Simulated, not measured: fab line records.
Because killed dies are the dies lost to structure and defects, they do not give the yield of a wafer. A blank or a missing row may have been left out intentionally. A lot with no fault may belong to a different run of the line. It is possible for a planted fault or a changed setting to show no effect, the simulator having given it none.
fab line records    flow n5Finfet
record: lots: 7  wafers: 39
route steps=1938 shown BEOL_M4@1070 BEOL_M6@1260 BEOL_M8@1332
startH: hours from the record's opening day to when the first of the lot's shown wafers began    waitH: how many hours have passed since the lot's step before this one    " as in the row above    L1.1+2: several wafers, shown together as one row    - no value, or no start given    * or withheld: withheld    < > ~ a bound
route shown NAME@n: NAME is a module with steps in the file, n the number in the route of the first one    usual: average and standard deviation across the fault-free wafers    same: alike in all rows    chamber/n: place in a boat    sites: the reading at each site    _std_site: the values' standard deviation    _edge_site: inner sites' mean taken away from outer sites' mean    radiusMm: how far each site lies from the wafer's centre    mask NAME#n: copy n    behind: tool/chamber where the wafer was last shaped    hold: why the lot was held/for how many hours/how that ended    device: the transistor (n, p or np) that didn't switch    end of line: the same wafers' tests at the end of the route    for a step that has no rows: nothing shown but its recipe    killed: count of dies lost to structure and defects at first sort (not the wafer's yield)    map: a wafer's dies, marking killed ones x, the rest . and places with no die _
set.NAME: the setting the step ran with; set.NAME@STEP: the setting that earlier step ran with    model.NAME: the simulator's own value behind a step, which no gauge read
lots where settings were altered on purpose, with a table for each step and a row for each wafer
== steps ==
step: N5_BEOL_M4_TRENCH_ETCH_37
recipe: chemistry: C4F6/O2  targetDepthA: 555.55  target: SiOC  timeS: 29.2  ionEnergyEv: 250  pressureMtorr: 30  sourceW: 355  biasW: 185  Ar_flow_sccm: 300  C4F6_flow_sccm: 10  O2_flow_sccm: 10
lot.wafer  tool        chamber  startH  waitH  set.timeS  model.BEOL_M4.featureDepthNm  model.etch.depthNm  model.TiN_of_BEOL_M4_HM_DEP_02.thkNm
L077.1     rieDiel-02  0        -       -      16.39      31.4                          31.37               19
L077.2     "           2        "       "      16.39      31.4                          31.41               19
L077.3     "           1        "       "      16.39      31.4                          31.33               18.8
L077.4     "           1        "       "      29.2       55.6                          55.62               17.8
L077.5     "           2        "       "      29.2       56.2                          56.11               17.8
L077.6     "           0        "       "      29.2       55.6                          55.57               17.8
L078.1     rieDiel-02  3        -       -      16.08      31                            31.08               19
L078.2     "           0        "       "      29.2       55.8                          55.81               17.6
L078.3     "           1        "       "      29.2       55.8                          55.7                17.8
L078.4     "           2        "       "      16.08      30.8                          30.9                18.8
L078.5     "           3        "       "      16.08      31.2                          31.27               19
L078.6     "           2        "       "      29.2       56.4                          56.33               17.8
L079.1     rieDiel-02  2        -       -      29.2       55.6                          55.53               17.2
L079.2     "           0        "       "      42.92      81                            80.99               17
L079.3     "           3        "       "      42.92      82.4                          82.41               16.4
L079.4     "           1        "       "      42.92      81.4                          81.45               16.2
L079.5     "           0        "       "      29.2       55.4                          55.45               18
L079.6     "           1        "       "      29.2       54.8                          54.75               17.6
L088.1     rieDiel-05  1        -       -      36.89      68.8                          68.87               17.2
L088.2     "           2        "       "      29.2       55.4                          55.37               17.4
L088.3     "           0        "       "      29.2       54.6                          54.56               17.8
L088.4     "           3        "       "      36.89      70                            70.03               17.2
L088.5     "           0        "       "      29.2       54.8                          54.84               17.8
L088.6     "           1        "       "      36.89      68.4                          68.39               17.2
L087.4     rieDiel-02  3        -       -      29.2       56.2                          56.16               17.6
L087.5     "           1        "       "      29.2       55.2                          55.16               17.6
L087.6     "           0        "       "      29.2       55.2                          55.14               17.4
L091.1     rieDiel-01  1        -       -      29.2       57.2                          57.2                17.6
L091.2     "           3        "       "      29.2       56.4                          56.46               17.4
L091.3     "           2        "       "      29.2       54.8                          54.85               17.6
L091.4     "           0        "       "      29.2       55.8                          55.82               17.4
L091.5     "           3        "       "      29.2       55.8                          55.71               17.6
L091.6     "           2        "       "      29.2       54.2                          54.26               17.2
L095.1     rieDiel-02  1        -       -      29.2       56.2                          56.2                17.6
L095.2     "           2        "       "      29.2       55.2                          55.26               18
L095.3     "           3        "       "      20.18      38.6                          38.52               18.4
L095.4     "           0        "       "      20.18      37.8                          37.71               18.4
L095.5     "           2        "       "      29.2       55.2                          55.16               17.8
L095.6     "           1        "       "      20.18      38.8                          38.83               18.4
step: N5_BEOL_M4_ETCH_41
recipe: chemistry: CH3F/O2  target: SiCN  targetDepthA: 299  taperDeg: 2  timeS: 52.5  ionEnergyEv: 120  maskMaterial: TiN  pressureMtorr: 30  sourceW: 395  biasW: 75  Ar_flow_sccm: 150  CH3F_flow_sccm: 30  O2_flow_sccm: 20
step: N5_BEOL_M4_STRIP_97
recipe: chemistry: N2/H2  timeS: 10  powerW: 450  tempC: 40  pressureMtorr: 20  rfFrequencyHz: 6e+07  biasPowerW: 7  n2FlowSccm: 200  h2FlowSccm: 200
step: N5_BEOL_M4_OCD_MEAS_38
usual: trenchDepthNm: 55.7/0.84
lot.wafer  tool    chamber  startH  waitH  set.timeS@BEOL_M4_TRENCH_ETCH_37  trenchDepthNm
L077.1     ocd-01  -        180.64  -      16.39                             31.2
L077.2     "       -        "       "      16.39                             31.0
L077.3     "       -        "       "      16.39                             31.0
L077.4     "       -        "       "      29.2                              55.6
L077.5     "       -        "       "      29.2                              55.8
L077.6     "       -        "       "      29.2                              55.6
L078.1     ocd-01  -        188.93  -      16.08                             30.8
L078.2     "       -        "       "      29.2                              56.0
L078.3     "       -        "       "      29.2                              56.1
L078.4     "       -        "       "      16.08                             31.2
L078.5     "       -        "       "      16.08                             31.1
L078.6     "       -        "       "      29.2                              56.2
L079.1     ocd-02  -        190.07  -      29.2                              55.6
L079.2     "       -        "       "      42.92                             81.2
L079.3     "       -        "       "      42.92                             82.5
L079.4     "       -        "       "      42.92                             81.2
L079.5     "       -        "       "      29.2                              55.2
L079.6     "       -        "       "      29.2                              54.7
L088.1     ocd-02  -        243.98  -      36.89                             69.5
L088.2     "       -        "       "      29.2                              54.8
L088.3     "       -        "       "      29.2                              54.9
L088.4     "       -        "       "      36.89                             70.3
L088.5     "       -        "       "      29.2                              55.1
L088.6     "       -        "       "      36.89                             68.5
L087.4     ocd-01  -        244.93  -      29.2                              56.5
L087.5     "       -        "       "      29.2                              54.9
L087.6     "       -        "       "      29.2                              54.6
L091.1     ocd-02  -        256.82  -      29.2                              57.3
L091.2     "       -        "       "      29.2                              56.9
L091.3     "       -        "       "      29.2                              54.5
L091.4     "       -        "       "      29.2                              55.6
L091.5     "       -        "       "      29.2                              55.4
L091.6     "       -        "       "      29.2                              53.6
L095.1     ocd-02  -        294.94  -      29.2                              56.3
L095.2     "       -        "       "      29.2                              55.5
L095.3     "       -        "       "      20.18                             38.7
L095.4     "       -        "       "      20.18                             37.8
L095.5     "       -        "       "      29.2                              55.0
L095.6     "       -        "       "      20.18                             39.4
step: N5_BEOL_M4_HM_STRIP_39
recipe: chemistry: peroxideTinStrip  material: TiN  targetDepthA: 250  tempC: 50  timeS: 158
step: N5_BEOL_M4_SRD_40
recipe: timeS: 30  tempC: 23  rinseLiquid: diw  dry: ipaMarangoni
step: N5_BEOL_M4_ECD_50
recipe: material: Cu  targetThkA: 3000
step: N5_BEOL_M4_ANNEAL_51
recipe: tempC: 225  timeS: 90  ambient: N2
step: N5_BEOL_M4_CMP_52
recipe: stopOn: SiOC  tOverpolishS: 6.8  downForcePsi: 1  platenRpm: 50  clearingPlatenDownForcePsi: 1.5  clearingPlatenRpm: 50  postCmpClean: cuAlkaline  targetThkNm: 40  clearingPlatenPadVelocityMS: 0.99484  padVelocityMS: 0.99484
lot.wafer  tool    chamber  startH  waitH  set.timeS@BEOL_M4_TRENCH_ETCH_37  model.Cu_of_BEOL_M4_ECD_50.thkNm
L077.4+5   cmp-01  3        183.97  0.1    29.2                              40.6
L077.1     "       0        "       "      16.39                             13.8
L077.2     "       1        "       "      16.39                             16.4
L077.3     "       2        "       "      16.39                             15.2
L077.6     "       0        "       "      29.2                              39
L078.1     cmp-01  0        192.64  0.3    16.08                             14.6
L078.4     "       1        "       "      16.08                             15.4
L078.3     "       2        "       "      29.2                              41
L078.2     "       3        "       "      29.2                              40.8
L078.5     "       0        "       "      16.08                             14.8
L078.6     "       1        "       "      29.2                              41.4
L079.1+5   cmp-04  3        193.13  0.3    29.2                              41.8
L079.3     "       0        "       "      42.92                             67
L079.2     "       1        "       "      42.92                             65.8
L079.4     "       2        "       "      42.92                             68
L079.6     "       0        "       "      29.2                              39.8
L088.3+5   cmp-04  1        247.64  0.2    29.2                              38.4
L088.2     "       2        "       "      29.2                              40.2
L088.1+6   "       3,2      "       "      36.89                             53
L088.4     "       0        "       "      36.89                             53.6
L087.4     cmp-04  3        250.23  0.1    29.2                              42.8
L087.5     "       3        "       "      29.2                              41.2
L087.6     "       0        "       "      29.2                              40.6
L091.3     cmp-04  1        260.46  0.2    29.2                              40.2
L091.2     "       2        "       "      29.2                              42.2
L091.1     "       3        "       "      29.2                              43
L091.4     "       0        "       "      29.2                              40.8
L091.5     "       1        "       "      29.2                              41.2
L091.6     "       2        "       "      29.2                              40.4
L095.1     cmp-04  0        297.96  0.3    29.2                              41.4
L095.4     "       1        "       "      20.18                             23.6
L095.3     "       2        "       "      20.18                             24
L095.2     "       3        "       "      29.2                              39.6
L095.5     "       0        "       "      29.2                              40.8
L095.6     "       1        "       "      20.18                             23.8
step: N5_BEOL_M4_THK_MEAS_53
recipe: thkMeasGauge: xrf  reads: Cu_of_BEOL_M4_ECD_50
usual: M4_THK: 41.2/1.3
lot.wafer  tool          chamber  startH  waitH  set.timeS@BEOL_M4_TRENCH_ETCH_37  M4_THK[nm]
L077.1     filmMetro-01  -        184.26  -      16.39                             14.0
L077.2     "             -        "       "      16.39                             16.6
L077.3     "             -        "       "      16.39                             15.4
L077.4     "             -        "       "      29.2                              41.1
L077.5     "             -        "       "      29.2                              40.8
L077.6     "             -        "       "      29.2                              39.4
L078.1     filmMetro-01  -        192.94  -      16.08                             14.9
L078.2     "             -        "       "      29.2                              41.6
L078.3     "             -        "       "      29.2                              41.7
L078.4     "             -        "       "      16.08                             15.7
L078.5     "             -        "       "      16.08                             15.1
L078.6     "             -        "       "      29.2                              42.2
L079.1     filmMetro-01  -        193.42  -      29.2                              43.0
L079.2     "             -        "       "      42.92                             66.9
L079.3     "             -        "       "      42.92                             68.6
L079.4     "             -        "       "      42.92                             69.5
L079.5     "             -        "       "      29.2                              42.7
L079.6     "             -        "       "      29.2                              40.8
L088.1     filmMetro-02  -        247.94  -      36.89                             53.4
L088.2     "             -        "       "      29.2                              40.6
L088.3     "             -        "       "      29.2                              38.7
L088.4     "             -        "       "      36.89                             54.1
L088.5     "             -        "       "      29.2                              38.9
L088.6     "             -        "       "      36.89                             53.4
L087.4     filmMetro-02  -        250.52  -      29.2                              42.7
L087.5     "             -        "       "      29.2                              40.8
L087.6     "             -        "       "      29.2                              40.4
L091.1     filmMetro-02  -        260.76  -      29.2                              43.0
L091.2     "             -        "       "      29.2                              41.9
L091.3     "             -        "       "      29.2                              40.2
L091.4     "             -        "       "      29.2                              40.9
L091.5     "             -        "       "      29.2                              41.3
L091.6     "             -        "       "      29.2                              40.6
L095.1     filmMetro-01  -        298.25  -      29.2                              42.0
L095.2     "             -        "       "      29.2                              40.2
L095.3     "             -        "       "      20.18                             24.2
L095.4     "             -        "       "      20.18                             23.9
L095.5     "             -        "       "      29.2                              41.4
L095.6     "             -        "       "      20.18                             24.1
step: N5_BEOL_M4_PRE_CLEAN_60
recipe: gas: NH3/H2  timeS: 15  tempC: *  rfPowerW: 300
step: N5_BEOL_M4_CO_CAP_55
recipe: material: Co  targetThkA: 20  tempC: 200  precursor: CCTBA/H2  pressureTorr: 30  timeS: 102.1
step: N5_BEOL_M4_PRE_CLEAN_56
recipe: gas: NH3  timeS: 15  tempC: withheld  rfPowerW: 300
step: N5_BEOL_M4_DEP_57
recipe: material: SiCN  targetThkA: 80  tempC: withheld  precursor: 3MS/NH3  pressureTorr: 3  rfW: 202  timeS: 14
step: N5_BEOL_M4_RS_MEAS_58
recipe: thkMeasGauge: four-point-probe  reads: Co_of_BEOL_M4_CO_CAP_55+Cu_of_BEOL_M4_ECD_50+Co_of_BEOL_M4_CVD_47+TaN_of_BEOL_M4_ALD_84
usual: M4_RS: 0.655/0.026
lot.wafer  tool          chamber  startH  waitH  set.timeS@BEOL_M4_TRENCH_ETCH_37  M4_RS[ohm/sq]
L077.1     filmMetro-01  -        184.52  0.0    16.39                             2.857
L077.2     "             -        "       "      16.39                             2.225
L077.3     "             -        "       "      16.39                             2.488
L077.4     "             -        "       "      29.2                              0.656
L077.5     "             -        "       "      29.2                              0.657
L077.6     "             -        "       "      29.2                              0.691
L078.1     filmMetro-01  -        193.23  0.1    16.08                             2.633
L078.2     "             -        "       "      29.2                              0.653
L078.3     "             -        "       "      29.2                              0.647
L078.4     "             -        "       "      16.08                             2.455
L078.5     "             -        "       "      16.08                             2.576
L078.6     "             -        "       "      29.2                              0.639
L079.1     filmMetro-01  -        193.71  0.1    29.2                              0.631
L079.2     "             -        "       "      42.92                             0.360
L079.3     "             -        "       "      42.92                             0.353
L079.4     "             -        "       "      42.92                             0.346
L079.5     "             -        "       "      29.2                              0.634
L079.6     "             -        "       "      29.2                              0.672
L088.1     filmMetro-02  -        248.25  0.0    36.89                             0.470
L088.2     "             -        "       "      29.2                              0.663
L088.3     "             -        "       "      29.2                              0.703
L088.4     "             -        "       "      36.89                             0.462
L088.5     "             -        "       "      29.2                              0.707
L088.6     "             -        "       "      36.89                             0.470
L087.4     filmMetro-01  -        250.78  0.0    29.2                              0.614
L087.5     "             -        "       "      29.2                              0.646
L087.6     "             -        "       "      29.2                              0.656
L091.1     filmMetro-01  -        261.02  0.0    29.2                              0.611
L091.2     "             -        "       "      29.2                              0.626
L091.3     "             -        "       "      29.2                              0.664
L091.4     "             -        "       "      29.2                              0.653
L091.5     "             -        "       "      29.2                              0.644
L091.6     "             -        "       "      29.2                              0.660
L095.1     filmMetro-02  -        298.68  0.0    29.2                              0.641
L095.2     "             -        "       "      29.2                              0.674
L095.3     "             -        "       "      20.18                             1.318
L095.4     "             -        "       "      20.18                             1.344
L095.5     "             -        "       "      29.2                              0.650
L095.6     "             -        "       "      20.18                             1.339
step: N5_BEOL_M6_DEP_56
recipe: material: SiCN  targetThkA: 100  tempC: withheld  precursor: 3MS/NH3  pressureTorr: 3  rfW: 202  timeS: 17.5
lot.wafer       tool      chamber    startH  waitH  set.timeS  model.SiCN_of_BEOL_M6_DEP_56.thkNm
L077.1          pecvd-01  1          207.43  0.0    26.7       15
L077.2          "         0          "       "      26.7       15.2
L077.3+4+5      "         2,0,1      "       "      17.5       10
L077.6          "         2          "       "      26.7       15.4
L078.1          pecvd-01  1          217.26  0.0    17.5       9.6
L078.2+3+4      "         0,2,2      "       "      17.5       10.2
L078.5          "         1          "       "      17.5       10
L078.6          "         0          "       "      17.5       10.4
L079.1          pecvd-01  2          217.70  0.0    12.33      7.4
L079.2+5        "         1          "       "      17.5       10
L079.3+6        "         0          "       "      12.33      7.2
L079.4          "         2          "       "      17.5       10.2
L088.1          pecvd-02  1          269.92  0.0    21.23      11.8
L088.2          "         2          "       "      21.23      11.6
L088.3+6        "         0,1        "       "      17.5       9.8
L088.4          "         2          "       "      21.23      12
L088.5          "         0          "       "      17.5       10
L087.4+5        pecvd-02  0,1        275.84  0.0    17.5       10
L087.6          "         2          "       "      17.5       9.8
L091.1+2+3+4+6  pecvd-01  1,2,2,1,2  281.13  0.0    17.5       10
L091.5          "         1          "       "      17.5       9.8
L095.1+3+4      pecvd-02  1,2,0      321.04  0.0    21.5       12.2
L095.2+6        "         0,1        "       "      17.5       10
L095.5          "         2          "       "      17.5       10.2
step: N5_BEOL_M8_ILD_DEP_00
recipe: material: SiCOH_lowk  targetThkA: 1797.5  tempC: 300  precursor: DEMS/porogen  pressureTorr: 5  rfW: 500  timeS: 33.4
lot.wafer  tool      chamber  startH  waitH  set.timeS  model.SiCOH_lowk_of_BEOL_M8_ILD_DEP_00.thkNm
L077.1     pecvd-03  1        217.01  0.0    33.4       178.2
L077.2+3   "         0,1      "       "      33.4       179.6
L077.4     "         0        "       "      33.4       180.6
L077.5     "         0        "       "      33.4       180.4
L077.6     "         1        "       "      33.4       177.8
L078.1     pecvd-01  0        227.36  0.0    33.4       179.4
L078.2     "         2        "       "      33.4       177.6
L078.3     "         1        "       "      33.4       176.2
L078.4     "         1        "       "      33.4       178.8
L078.5     "         2        "       "      33.4       179.8
L078.6     "         0        "       "      33.4       180.8
L079.1     pecvd-04  1        227.93  0.0    23.54      129
L079.2     "         2        "       "      33.4       178.8
L079.3     "         0        "       "      33.4       175.6
L079.4     "         2        "       "      23.54      130.2
L079.5     "         0        "       "      33.4       179
L079.6     "         1        "       "      23.54      129.4
L088.1     pecvd-01  2        279.47  0.0    33.4       178.4
L088.2     "         1        "       "      33.4       175.4
L088.3     "         2        "       "      33.4       179.8
L088.4     "         1        "       "      33.4       180.8
L088.5     "         1        "       "      33.4       178
L088.6     "         2        "       "      33.4       179.4
L087.4     pecvd-04  2        282.03  0.1    33.4       179.6
L087.5     "         0        "       "      33.4       178.2
L087.6     "         2        "       "      33.4       180.4
L091.1     pecvd-03  2        290.66  0.0    33.4       179.8
L091.2+3   "         0,1      "       "      33.4       177.6
L091.4     "         2        "       "      33.4       179.4
L091.5     "         1        "       "      33.4       181.2
L091.6     "         0        "       "      33.4       182.2
L095.1     pecvd-03  1        330.40  0.0    33.4       180
L095.2     "         0        "       "      33.4       182
L095.3     "         2        "       "      51.4       272.4
L095.4     "         2        "       "      33.4       180.2
L095.5     "         0        "       "      51.4       279.6
L095.6     "         1        "       "      51.4       277.2
step: N5_BEOL_M8_CURE_74
recipe: tempC: 385  timeS: 240  ambient: He/Ar  material: SiCOH_lowk
lot.wafer  tool       chamber  startH  waitH  set.timeS@BEOL_M8_ILD_DEP_00  model.SiCOH_lowk_of_BEOL_M8_ILD_DEP_00.thkNm
L077.1     uvCure-02  0        217.70  0.7    33.4                          153.6
L077.2     "          0        "       "      33.4                          155
L077.3     "          0        "       "      33.4                          154.8
L077.4     "          0        "       "      33.4                          155.8
L077.5     "          0        "       "      33.4                          155.6
L077.6     "          0        "       "      33.4                          153.4
L078.1     uvCure-02  2        227.56  0.2    33.4                          154.8
L078.2     "          2        "       "      33.4                          153.2
L078.3     "          2        "       "      33.4                          151.8
L078.4     "          2        "       "      33.4                          154.2
L078.5     "          2        "       "      33.4                          155
L078.6     "          2        "       "      33.4                          156
L079.1     uvCure-02  0        228.04  0.1    23.54                         111
L079.2     "          0        "       "      33.4                          154.2
L079.3     "          0        "       "      33.4                          151.4
L079.4     "          0        "       "      23.54                         111.8
L079.5     "          0        "       "      33.4                          154.4
L079.6     "          0        "       "      23.54                         111.2
L088.1     uvCure-02  2        279.56  0.1    33.4                          153.8
L088.2     "          2        "       "      33.4                          151.2
L088.3     "          2        "       "      33.4                          155
L088.4     "          2        "       "      33.4                          156
L088.5     "          2        "       "      33.4                          153.6
L088.6     "          2        "       "      33.4                          154.6
L087.4     uvCure-03  1        282.33  0.3    33.4                          155
L087.5     "          1        "       "      33.4                          153.8
L087.6     "          1        "       "      33.4                          155.6
L091.1     uvCure-03  1        290.73  0.0    33.4                          155.2
L091.2+3   "          1        "       "      33.4                          153.2
L091.4     "          1        "       "      33.4                          154.6
L091.5     "          1        "       "      33.4                          156.2
L091.6     "          1        "       "      33.4                          157.2
L095.1     uvCure-03  0        330.46  0.0    33.4                          155.2
L095.2     "          0        "       "      33.4                          157
L095.3     "          0        "       "      51.4                          236.2
L095.4     "          0        "       "      33.4                          155.4
L095.5     "          0        "       "      51.4                          242.6
L095.6     "          0        "       "      51.4                          240.4
step: N5_BEOL_M8_THK_MEAS_01
recipe: reads: SiCOH_lowk_of_BEOL_M8_ILD_DEP_00
usual: M8_ILD_THK: 154.7/1.8
lot.wafer  tool          chamber  startH  waitH  set.timeS@BEOL_M8_ILD_DEP_00  M8_ILD_THK[nm]
L077.1     filmMetro-01  -        218.21  0.4    33.4                          153.7
L077.2     "             -        "       "      33.4                          154.9
L077.3     "             -        "       "      33.4                          154.8
L077.4     "             -        "       "      33.4                          155.7
L077.5     "             -        "       "      33.4                          155.5
L077.6     "             -        "       "      33.4                          153.4
L078.1     filmMetro-01  -        228.07  0.4    33.4                          154.8
L078.2     "             -        "       "      33.4                          153.2
L078.3     "             -        "       "      33.4                          151.7
L078.4     "             -        "       "      33.4                          154.2
L078.5     "             -        "       "      33.4                          155.2
L078.6     "             -        "       "      33.4                          156.0
L079.1     filmMetro-01  -        228.55  0.4    23.54                         111.0
L079.2     "             -        "       "      33.4                          154.2
L079.3     "             -        "       "      33.4                          151.3
L079.4     "             -        "       "      23.54                         112.0
L079.5     "             -        "       "      33.4                          154.4
L079.6     "             -        "       "      23.54                         111.3
L088.1     filmMetro-02  -        280.07  0.4    33.4                          153.8
L088.2     "             -        "       "      33.4                          151.1
L088.3     "             -        "       "      33.4                          155.1
L088.4     "             -        "       "      33.4                          155.8
L088.5     "             -        "       "      33.4                          153.5
L088.6     "             -        "       "      33.4                          154.7
L087.4     filmMetro-02  -        282.62  0.2    33.4                          155.0
L087.5     "             -        "       "      33.4                          153.7
L087.6     "             -        "       "      33.4                          155.7
L091.1     filmMetro-02  -        291.24  0.4    33.4                          155.2
L091.2     "             -        "       "      33.4                          153.3
L091.3     "             -        "       "      33.4                          153.3
L091.4     "             -        "       "      33.4                          154.7
L091.5     "             -        "       "      33.4                          156.4
L091.6     "             -        "       "      33.4                          157.1
L095.1     filmMetro-02  -        331.45  0.8    33.4                          155.2
L095.2     "             -        "       "      33.4                          157.1
L095.3     "             -        "       "      51.4                          236.2
L095.4     "             -        "       "      33.4                          155.5
L095.5     "             -        "       "      51.4                          242.4
L095.6     "             -        "       "      51.4                          240.4
== key ==
split: step: N5_BEOL_M4_TRENCH_ETCH_37  setting: timeS  stated: 29.2  by: wafer
response: step: N5_BEOL_M4_TRENCH_ETCH_37  reading: model.BEOL_M4.featureDepthNm  change: +0.556  per: 1%  r: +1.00
response: step: N5_BEOL_M4_TRENCH_ETCH_37  reading: model.etch.depthNm  change: +0.555  per: 1%  r: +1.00
response: step: N5_BEOL_M4_TRENCH_ETCH_37  reading: model.TiN_of_BEOL_M4_HM_DEP_02.thkNm  change: -0.0237  per: 1%  r: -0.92
response: step: N5_BEOL_M4_OCD_MEAS_38  reading: trenchDepthNm  change: +0.558  per: 1%  r: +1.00
response: step: N5_BEOL_M4_CMP_52  reading: model.Cu_of_BEOL_M4_ECD_50.thkNm  change: +0.561  per: 1%  r: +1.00
response: step: N5_BEOL_M4_THK_MEAS_53  reading: M4_THK  change: +0.568  per: 1%  r: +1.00
response: step: N5_BEOL_M4_RS_MEAS_58  reading: M4_RS  shape: bent  atLowest: 2.555  atStated: 0.654  atHighest: 0.353
split: step: N5_BEOL_M6_DEP_56  setting: timeS  stated: 17.5  by: wafer
response: step: N5_BEOL_M6_DEP_56  reading: model.SiCN_of_BEOL_M6_DEP_56.thkNm  change: +0.0967  per: 1%  r: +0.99
split: step: N5_BEOL_M8_ILD_DEP_00  setting: timeS  stated: 33.4  by: wafer
response: step: N5_BEOL_M8_ILD_DEP_00  reading: model.SiCOH_lowk_of_BEOL_M8_ILD_DEP_00.thkNm  change: +1.74  per: 1%  r: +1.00
response: step: N5_BEOL_M8_CURE_74  reading: model.SiCOH_lowk_of_BEOL_M8_ILD_DEP_00.thkNm  change: +1.53  per: 1%  r: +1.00
response: step: N5_BEOL_M8_THK_MEAS_01  reading: M8_ILD_THK  change: +1.52  per: 1%  r: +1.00
